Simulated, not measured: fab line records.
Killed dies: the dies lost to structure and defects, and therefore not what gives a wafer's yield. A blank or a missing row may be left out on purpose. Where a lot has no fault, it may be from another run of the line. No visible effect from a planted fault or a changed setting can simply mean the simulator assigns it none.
Matching of chambers ; flow n5Finfet ; N5_FIN_CUT_DESCUM_13 on rieDiel-02: 4 sister chambers
The step chemistry O2, time 7 s. 4 wafers are shown with their chamber, then 9 later ones without.

== WAFERS, EACH WITH ITS CHAMBER ==
wafer;chamber;showerheadPlenumPTorr (Torr)
L080.5;1;2.06
L086.1;0;1.94
L086.4;3;2.11
L086.6;2;2.06

== WAFERS WITH NO CHAMBER GIVEN ==
wafer;showerheadPlenumPTorr (Torr)
L087.1;2.11
L087.2;2.06
L087.3;1.94
L089.4;2.06
L089.5;1.94
L089.6;2.11
L092.1;2.10
L092.4;2.06
L092.5;1.93

== EACH ONE'S CHAMBER ==
wafer;from the rows above;in truth
L087.1;3;3
L087.2;can't be placed: 1 or 2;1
L087.3;0;0
L089.4;can't be placed: 1 or 2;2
L089.5;0;0
L089.6;3;3
L092.1;3;3
L092.4;can't be placed: 1 or 2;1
L092.5;0;0
Correct placement for 6 of the 9. Can't be placed from these rows: 3 (the true chamber is among the candidates in 3). 0 placed wrongly.
How it was worked out, from the rows above alone: a wafer's distance from a chamber is the root of the sum, over the readings, of the square of ((its reading less the chamber's mean) divided by the reading's scatter). The wafer belongs to the nearest chamber; if the next one is less than 2 further off, it can't be placed. Each chamber's mean is taken over the wafers shown for it. The scatter: with one shown wafer a chamber, the root of the mean of the squares of how far each hidden wafer lies from its nearest shown one.
